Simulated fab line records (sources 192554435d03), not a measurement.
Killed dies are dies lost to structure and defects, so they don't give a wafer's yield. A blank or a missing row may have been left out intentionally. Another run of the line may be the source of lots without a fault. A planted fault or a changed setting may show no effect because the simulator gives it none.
fab line records    flow n5_finfet
record lots=11  wafers=27  last_day=15
route steps=1938 shown BEOL_M8@1394 BEOL_M9@1417 PASSIVATION@1936
lots with no fault: from the same line, run without faults
start_h: hours from the record's first day to the start of the lot's first wafer shown    wait_h: how many hours have passed since the lot's step before this one    " unchanged from the row above    L1.1+2: several wafers, shown together as one row    - no value, or no start given    * or withheld: withheld    < > ~ a bound
route shown NAME@n: a module of which the file shows steps, and the number in the route of the first    usual: mean and standard deviation over wafers with no fault    same: alike in all rows    chamber/n: place in a boat    sites: per-site readings    _std_site: how widely they spread, as a standard deviation    _edge_site: inner sites' mean taken away from outer sites' mean    radius_mm: how far each site lies from the wafer's centre    mask NAME#n: copy n    behind: the tool/chamber that last shaped the wafer    hold: why the lot went on hold/how many hours it stayed there/how the hold came to an end    device: the transistor (n, p or np) that didn't switch    end of line: at the end of the route, the tests of the same wafers    step lacking rows: just its recipe    killed: not the wafer's yield, but the dies lost to structure and defects at the first sort    map: per-die view of a wafer (x killed, . not killed, _ where there is no die)
set.NAME: the run value of the setting; set.NAME@STEP: its run value at that earlier step    model.NAME: the simulator's own value behind a step, which no gauge read
the route's steps for a sample of lots (tables are steps, rows are wafers)
services: the hour from which a tool's chamber was out of use, counted from the record's first day as start_h (under 0 if before that day), plus the number of hours and why
## steps
# step N5_BEOL_M8_ANNEAL_51
# recipe temp_c=225  time_s=90  ambient=N2
# usual wafer_temp_C_max=226.05/0.28
lot.wafer  tool           chamber  start_h  wait_h  wafer_temp_C_max
L281.2     rtp_anneal-02  0        221.29   0.4     225.71
L281.3     "              0        "        "       226.26
L280.3     rtp_anneal-02  0        228.59   0.1     226.17
L280.6     "              0        "        "       226.30
L283.3     rtp_anneal-02  0        233.07   0.3     226.61
L283.5     "              0        "        "       226.27
L284.1     rtp_anneal-02  0        236.90   0.1     226.48
L284.6     "              0        "        "       226.23
L286.4     rtp_anneal-01  0        257.53   0.3     226.21
L286.5     "              0        "        "       226.23
L287.2     rtp_anneal-01  0        257.71   0.2     225.84
L287.3     "              0        "        "       225.90
L287.6     "              0        "        "       225.68
L289.2     rtp_anneal-02  0        264.02   0.1     226.01
L289.3     "              0        "        "       226.25
L289.6     "              0        "        "       226.67
L288.2     rtp_anneal-02  0        265.04   0.2     226.30
L288.5     "              0        "        "       226.19
L290.3     rtp_anneal-02  0        280.36   0.1     225.90
L290.5     "              0        "        "       225.98
L290.6     "              0        "        "       225.90
L291.1     rtp_anneal-01  0        291.11   0.1     225.87
L291.5     "              0        "        "       226.24
L291.6     "              0        "        "       226.21
L294.2     rtp_anneal-01  0        299.30   0.3     225.84
L294.5     "              0        "        "       225.79
L294.6     "              0        "        "       225.81
# step N5_BEOL_M9_DESCUM_16
# recipe chemistry=O2  time_s=7.9  source_power_w=50  bias_power_w=20  pressure_mtorr=20  rf_frequency_hz=2.712e+07  temp_c=40  resist=CAR-ArF  o2_flow_sccm=225
# usual drypump_motor_current_A=5.5/0.56  oes_product_au=0.79/0.085  rf_vpp_V=243.3/1.7  showerhead_plenum_p_Torr=2.10/0.095  throttle_valve_pct=20.47/0.23
lot.wafer  tool         chamber  start_h  wait_h  drypump_motor_current_A  oes_product_au  rf_hours_counter_h  rf_vpp_V  showerhead_plenum_p_Torr  throttle_valve_pct
L281.2     rie_diel-06  1        224.51   0.0     5.4                      0.78            111                 244.0     2.18                      20.19
L281.3     "            3        "        "       4.8                      0.82            106                 244.7     2.10                      20.46
L280.3     rie_diel-06  1        231.72   0.0     5.4                      0.78            113                 244.5     2.18                      20.20
L280.6     "            2        "        "       4.7                      0.69            -                   241.9     2.06                      20.79
L283.3     rie_diel-03  1        235.94   0.0     5.0                      0.86            50                  245.9     2.21                      20.16
L283.5     "            1        "        "       5.0                      0.86            -                   247.7     2.21                      20.16
L284.1     rie_diel-03  3        240.00   0.0     6.4                      0.69            256                 242.8     1.97                      20.63
L284.6     "            1        "        "       5.0                      0.86            -                   245.3     2.21                      20.17
L286.4     rie_diel-03  0        260.01   0.1     5.9                      0.69            -                   244.1     2.18                      20.45
L286.5     "            2        "        "       5.3                      0.83            -                   242.7     2.04                      20.61
L287.2     rie_diel-06  0        260.21   0.0     6.2                      0.70            244                 242.0     1.96                      20.83
L287.3     "            1        "        "       5.4                      0.77            122                 243.8     2.18                      20.24
L287.6     "            2        "        "       4.7                      0.68            -                   242.9     2.06                      20.78
L289.2     rie_diel-06  0        266.72   0.3     6.2                      0.69            247                 241.0     1.96                      20.82
L289.3     "            3        "        "       4.7                      0.81            121                 243.4     2.10                      20.49
L289.6     "            1        "        "       5.4                      0.77            -                   245.4     2.17                      20.23
L288.2     rie_diel-03  2        267.49   0.3     5.3                      0.83            80                  242.2     2.04                      20.61
L288.5     "            2        "        "       5.3                      0.83            -                   241.0     2.04                      20.61
L290.3     rie_diel-06  1        282.79   0.1     5.4                      0.76            -                   245.7     2.17                      20.23
L290.5     "            0        "        "       6.2                      0.68            -                   242.4     1.96                      20.85
L290.6     "            1        "        "       5.4                      0.76            -                   244.2     2.17                      20.23
L291.1     rie_diel-03  3        295.29   0.2     6.5                      0.98            7                   245.7     2.24                      20.20
L291.5     "            3        "        "       6.4                      0.98            -                   243.4     2.24                      20.20
L291.6     "            0        "        "       5.9                      0.67            -                   243.6     2.17                      20.45
L294.2     rie_diel-03  2        302.10   0.2     5.2                      0.81            92                  242.8     2.04                      20.63
L294.5     "            0        "        "       5.9                      0.67            -                   244.2     2.17                      20.46
L294.6     "            3        "        "       6.5                      0.96            -                   245.2     2.24                      20.19
# step N5_BEOL_M9_STRIP_67
# recipe chemistry=CF4  resist=SiARC  power_w=300  bias_power_w=75  pressure_mtorr=50  cf4_flow_sccm=150  rf_frequency_hz=6e+07
# usual drypump_motor_current_A=5.5/0.56  oes_product_au=0.79/0.078  rf_vpp_V=271.1/1.9  showerhead_plenum_p_Torr=1.80/0.08  throttle_valve_pct=13.64/0.27
lot.wafer  tool         chamber  start_h  wait_h  drypump_motor_current_A  oes_product_au  rf_hours_counter_h  rf_vpp_V  showerhead_plenum_p_Torr  throttle_valve_pct
L281.2     rie_diel-06  1        224.74   0.0     5.4                      0.78            111                 272.3     1.89                      13.52
L281.3     "            3        "        "       4.8                      0.81            106                 271.2     1.80                      13.65
L280.3     rie_diel-06  1        231.95   0.0     5.4                      0.78            113                 271.3     1.89                      13.54
L280.6     "            2        "        "       4.7                      0.70            -                   271.4     1.77                      13.98
L283.3     rie_diel-03  1        236.17   0.0     5.0                      0.85            50                  273.9     1.89                      13.28
L283.5     "            1        "        "       5.0                      0.86            -                   271.9     1.89                      13.29
L284.1     rie_diel-03  3        240.23   0.0     6.4                      0.69            256                 268.2     1.71                      13.86
L284.6     "            1        "        "       5.0                      0.85            -                   273.9     1.89                      13.31
L286.4     rie_diel-03  0        260.23   0.0     6.0                      0.70            -                   273.4     1.86                      13.70
L286.5     "            2        "        "       5.3                      0.81            -                   270.0     1.72                      13.58
L287.2     rie_diel-06  0        260.44   0.0     6.2                      0.70            244                 268.0     1.72                      14.22
L287.3     "            1        "        "       5.4                      0.77            122                 271.7     1.89                      13.55
L287.6     "            2        "        "       4.7                      0.69            -                   271.1     1.77                      13.99
L289.2     rie_diel-06  0        266.95   0.0     6.2                      0.70            247                 269.1     1.72                      14.24
L289.3     "            3        "        "       4.7                      0.80            121                 271.0     1.79                      13.66
L289.6     "            1        "        "       5.4                      0.76            -                   271.8     1.89                      13.57
L288.2     rie_diel-03  2        267.72   0.0     5.3                      0.81            80                  271.5     1.72                      13.59
L288.5     "            2        "        "       5.3                      0.81            -                   269.4     1.72                      13.60
L290.3     rie_diel-06  1        283.13   0.0     5.4                      0.76            -                   272.0     1.88                      13.59
L290.5     "            0        "        "       6.2                      0.70            -                   268.7     1.71                      14.24
L290.6     "            1        "        "       5.4                      0.77            -                   273.0     1.88                      13.57
L291.1     rie_diel-03  3        295.52   0.0     6.5                      0.96            7                   271.6     1.92                      13.28
L291.5     "            3        "        "       6.4                      0.96            -                   274.3     1.92                      13.28
L291.6     "            0        "        "       5.9                      0.69            -                   273.8     1.86                      13.74
L294.2     rie_diel-03  2        302.33   0.0     5.3                      0.80            92                  269.7     1.72                      13.62
L294.5     "            0        "        "       6.0                      0.69            -                   272.0     1.86                      13.73
L294.6     "            3        "        "       6.5                      0.94            -                   273.7     1.92                      13.30
# step N5_BEOL_M9_COAT_64
# recipe resist=SiARC  temp_c=220  time_s=60  spin_rpm=1500  resist_thk_nm=12
# usual chill_plate_temp_C=23.00/0.12  spin_speed_rpm=1500.0/1.1
lot.wafer  tool            chamber  start_h  wait_h  chill_plate_temp_C  spin_speed_rpm
L281.2     litho_track-03  0        226.26   -       22.94               1500.3
L281.3     "               0        "        "       22.94               1501.0
L280.3     litho_track-03  0        233.80   -       22.82               1500.4
L280.6     "               0        "        "       22.96               1499.4
L283.3     litho_track-04  0        236.49   -       23.20               1499.1
L283.5     "               0        "        "       23.12               1498.3
L284.1     litho_track-02  0        240.74   -       22.99               1499.1
L284.6     "               0        "        "       22.83               1501.0
L286.4     litho_track-03  0        261.31   -       22.88               1498.3
L286.5     "               0        "        "       22.89               1499.4
L287.2     litho_track-02  0        261.31   -       22.98               1500.9
L287.3     "               0        "        "       22.90               1498.7
L287.6     "               0        "        "       22.89               1501.5
L288.2     litho_track-02  0        268.06   -       23.08               1499.3
L288.5     "               0        "        "       23.06               1502.4
L289.2     litho_track-04  0        268.06   -       23.03               1500.1
L289.3     "               0        "        "       22.96               1498.6
L289.6     "               0        "        "       22.95               1499.6
L290.3     litho_track-02  0        284.58   -       23.16               1323.0
L290.5     "               0        "        "       23.12               1320.5
L290.6     "               0        "        "       22.99               1322.0
L291.1     litho_track-02  0        296.30   -       22.83               1322.4
L291.5     "               0        "        "       22.83               1322.7
L291.6     "               0        "        "       22.93               1322.5
L294.2     litho_track-02  0        304.59   -       23.17               1321.3
L294.5     "               0        "        "       23.21               1322.3
L294.6     "               0        "        "       23.16               1323.7
# step N5_BEOL_M9_ETCH_65
# recipe chemistry=CF4  target=SiARC  target_depth_a=156  mask_material=CAR-EUV  time_s=26  ion_energy_ev=80  pressure_mtorr=40  source_w=545  bias_w=36  Ar_flow_sccm=100  cf4_flow_sccm=100  ends=cleared
# usual drypump_motor_current_A=5.5/0.56  etch_rf_on_time_s=26.4/0.7  oes_product_au=0.68/0.071  rf_vpp_V=184.1/1.4  showerhead_plenum_p_Torr=2.14/0.095  throttle_valve_pct=15.66/0.23
lot.wafer  tool         chamber  start_h  wait_h  drypump_motor_current_A  etch_rf_on_time_s  oes_product_au  rf_hours_counter_h  rf_vpp_V  showerhead_plenum_p_Torr  throttle_valve_pct
L281.2     rie_diel-03  3        226.69   0.0     6.5                      26.8               0.57            251                 183.7     2.02                      15.79
L281.3     "            1        "        "       5.0                      26.7               0.73            46                  185.7     2.26                      15.33
L280.3     rie_diel-06  0        234.24   0.0     6.3                      26.1               0.60            236                 182.4     2.04                      16.17
L280.6     "            0        "        "       6.2                      26.5               0.59            -                   184.7     2.04                      16.20
L283.3     rie_diel-02  2        237.05   0.0     5.6                      27.1               0.69            92                  183.5     2.07                      15.56
L283.5     "            0        "        "       5.7                      26.9               0.62            -                   183.5     1.99                      15.96
L284.1     rie_diel-03  2        241.35   0.0     5.3                      26.5               0.70            68                  183.7     2.07                      15.64
L284.6     "            1        "        "       5.1                      26.5               0.72            -                   183.8     2.26                      15.36
L286.4     rie_diel-03  1        261.89   0.0     5.0                      26.5               0.71            -                   184.9     2.26                      15.36
L286.5     "            2        "        "       5.3                      26.8               0.68            -                   182.8     2.07                      15.65
L287.2     rie_diel-02  3        262.35   0.0     6.0                      27.5               0.76            27                  184.1     2.20                      15.33
L287.3     "            2        "        "       5.7                      26.5               0.69            102                 183.8     2.07                      15.55
L287.6     "            0        "        "       5.7                      26.5               0.61            -                   180.7     1.99                      15.98
L288.2     rie_diel-06  1        268.49   0.0     5.4                      25.1               0.68            126                 186.8     2.25                      15.61
L288.5     "            1        "        "       5.4                      25.3               0.68            -                   186.2     2.25                      15.62
L289.2     rie_diel-06  1        268.92   0.0     5.4                      25.3               0.67            126                 184.6     2.25                      15.60
L289.3     "            0        "        "       6.2                      26.6               0.59            248                 183.1     2.03                      16.21
L289.6     "            3        "        "       4.7                      25.4               0.70            -                   185.7     2.13                      15.64
L290.3     rie_diel-02  1        285.14   0.0     5.5                      29.0               0.79            7                   183.0     2.10                      15.59
L290.5     "            0        "        "       5.7                      28.7               0.60            -                   183.3     1.99                      16.03
L290.6     "            1        "        "       5.5                      28.8               0.78            -                   182.3     2.11                      15.59
L291.1     rie_diel-03  3        296.73   0.0     6.4                      27.6               0.83            8                   185.0     2.28                      15.28
L291.5     "            2        "        "       5.3                      28.5               0.68            -                   182.9     2.06                      15.68
L291.6     "            1        "        "       5.0                      28.6               0.70            -                   185.7     2.25                      15.39
L294.2     rie_diel-06  2        305.18   0.0     4.7                      29.1               0.80            8                   183.2     2.12                      15.52
L294.5     "            1        "        "       5.4                      26.6               0.66            -                   185.0     2.25                      15.64
L294.6     "            2        "        "       4.7                      28.7               0.80            -                   181.8     2.12                      15.51
# step N5_PASSIVATION_PROBE_49
# usual defect_limited_yield=91.2/1.4  killed_at_M0_to_M3=32/9.3  killed_at_M4_up=14/4.9  killed_at_contacts=15/7.5  killed_at_front_end=40/11  killed_at_other=4/3.3  killed_dies=104/17  killed_open=68/14  killed_short=33/7.9  sort_bin_5_function=5.2/0.99  sort_bin_6_memory=3.2/0.65  sort_bin_8_speed=0.03/0.19  sort_n_pass=1076/17  sort_yield_pct=91.1/1.5
# same gross_dies=1180  killed_at_back_side=0  sort_bin_4_leakage[%]=0
lot.wafer  tool       chamber  start_h  wait_h  defect_limited_yield[%]  killed_at_M0_to_M3  killed_at_M4_up  killed_at_contacts  killed_at_front_end  killed_at_other  killed_dies  killed_open  killed_short  sort_bin_5_function[%]  sort_bin_6_memory[%]  sort_bin_8_speed[%]  sort_n_pass  sort_yield_pct[%]
L286.4     prober-02  -        312.30   0.2     89.7                     36                  15               13                  49                   8                121          67           52            6.3                     3.3                   0                    1059         89.7
L286.5     prober-02  -        312.35   0.2     88.9                     32                  14               26                  46                   13               131          82           41            7.1                     3.7                   0                    1049         88.9
L290.3     prober-02  -        346.16   0.1     87.8                     22                  28               14                  63                   17               144          98           30            8.1                     3.8                   0                    1036         87.8
L294.2     prober-01  -        365.91   0.1     91.7                     31                  9                16                  31                   11               98           64           25            5.1                     3.0                   0                    1082         91.7
L294.5     prober-01  -        366.06   0.2     86.9                     25                  13               14                  44                   59               155          64           33            10.5                    2.1                   0                    1025         86.9
L294.6     prober-01  -        366.11   0.3     89.7                     32                  15               20                  52                   2                121          83           37            6.2                     3.8                   0                    1059         89.7
# killed by level:class
L286.4 FIN_SAQP:geometric_particle:short=18 MOL_CONTACT_COAG:geometric_particle:open=9 BEOL_M3:geometric_particle:open=9 BEOL_M0_SAQP:geometric_particle:short=8 BEOL_M1:geometric_particle:open=7 FIN_SAQP:geometric_particle:open=6 DUMMY_GATE:geometric_particle:open=6 STI_FIN_REVEAL:geometric_particle:open=4
L286.5 MOL_CONTACT_COAG:geometric_particle:open=16 DUMMY_GATE:geometric_particle:open=11 FIN_SAQP:geometric_particle:open=8 FIN_SAQP:geometric_particle:short=7 BEOL_M0_SAQP:geometric_particle:short=7 MOL_CONTACT_COAG:area_etch=7 BEOL_M3:geometric_particle:open=6 BEOL_M0_SAQP:geometric_particle:open=6
L290.3 STI_FIN_REVEAL:geometric_particle:open=35 BEOL_M4:geometric_particle:open=18 PASSIVATION:area_etch=15 MOL_CONTACT_COAG:geometric_particle:open=12 BEOL_M2:geometric_particle:open=7 GATE_CUT:geometric_particle:short=6 GATE_CUT:geometric_particle:open=5 BEOL_M1:geometric_particle:open=5
L294.2 MOL_CONTACT_COAG:geometric_particle:open=11 PASSIVATION:area_etch=9 BEOL_M3:geometric_particle:open=8 STI_FIN_REVEAL:geometric_particle:open=6 MOL_CONTACT_COAG:geometric_particle:short=5 BEOL_M0_SAQP:geometric_particle:open=5 BEOL_M1:geometric_particle:open=5 DUMMY_GATE:geometric_particle:open=4
L294.5 PASSIVATION:area_etch=57 STI_FIN_REVEAL:geometric_particle:open=13 MOL_CONTACT_COAG:geometric_particle:open=11 BEOL_M0_SAQP:geometric_particle:open=9 BEOL_M4:geometric_particle:open=9 BEOL_M0_SAQP:geometric_particle:short=8 GATE_CUT:geometric_particle:short=7 DUMMY_GATE:geometric_particle:open=6
L294.6 MOL_CONTACT_COAG:geometric_particle:open=15 STI_FIN_REVEAL:geometric_particle:open=14 BEOL_M3:geometric_particle:open=11 FIN_SAQP:geometric_particle:open=8 BEOL_M0_SAQP:geometric_particle:open=7 GATE_CUT:geometric_particle:short=6 DUMMY_GATE:geometric_particle:open=6 BEOL_M0_SAQP:geometric_particle:short=6
## services
tool            chamber  start_h  hours  kind
rie_diel-02     1        245.26   -      clean
rie_diel-02     1        245.26   -      consumable_replace:focus_ring
rie_diel-02     1        245.26   17.8   scheduled_down
rie_diel-02     1        245.26   17.8   vent_cycle
rie_diel-03     3        257.80   -      clean
rie_diel-03     3        257.80   -      consumable_replace:focus_ring
rie_diel-03     3        257.80   -      consumable_replace:showerhead
rie_diel-06     2        262.16   -      clean
rie_diel-06     2        262.16   -      consumable_replace:focus_ring
rie_diel-06     2        262.16   25.1   scheduled_down
rie_diel-06     2        262.16   25.1   vent_cycle
rie_diel-03     0        274.83   3.8    repair
rie_diel-06     3        276.39   6.5    repair
rie_diel-02     3        277.39   11.6   repair
rie_diel-06     0        287.31   -      clean
rie_diel-06     0        287.31   -      consumable_replace:focus_ring
rie_diel-06     0        287.31   -      consumable_replace:showerhead
rie_diel-06     0        287.31   19.2   scheduled_down
rie_diel-06     0        287.31   19.2   vent_cycle
rie_diel-06     3        289.56   18.8   repair
rie_diel-02     3        297.64   18.1   repair
rie_diel-02     1        303.65   4.8    repair
litho_track-03  -        304.33   -      consumable_replace:filter
## key
first_sign step=N5_BEOL_M9_COAT_64  reading=spin_speed_rpm  direction=down  sigmas=99+  usual=*  struck=*
effect step=N5_BEOL_M9_ETCH_65  reading=etch_rf_on_time_s  direction=up  sigmas=2.9  usual=*  struck=*
met_at N5_BEOL_M9_COAT_64
struck_lots L290,L291,L294
baseline_loss step=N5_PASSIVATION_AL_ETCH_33  wafers=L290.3
baseline_loss step=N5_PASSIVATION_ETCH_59  wafers=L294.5
not_acting_at N5_BEOL_M8_ANNEAL_51,N5_BEOL_M9_DESCUM_16,N5_BEOL_M9_STRIP_67
onset_between 268.06 284.58
fault kind=process_parameter_drift  tool=litho_track-02  chamber=-  onset_h=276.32  steps=N5_BEOL_M9_COAT_64  channel=spin_rpm  offset=*  shape=step  end_h=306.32  acts_in=*  stated=*
# baseline_loss: these wafers lose ten dies or more at that step, a loss of the line's own and not of a fault; the sort's usual values leave them out
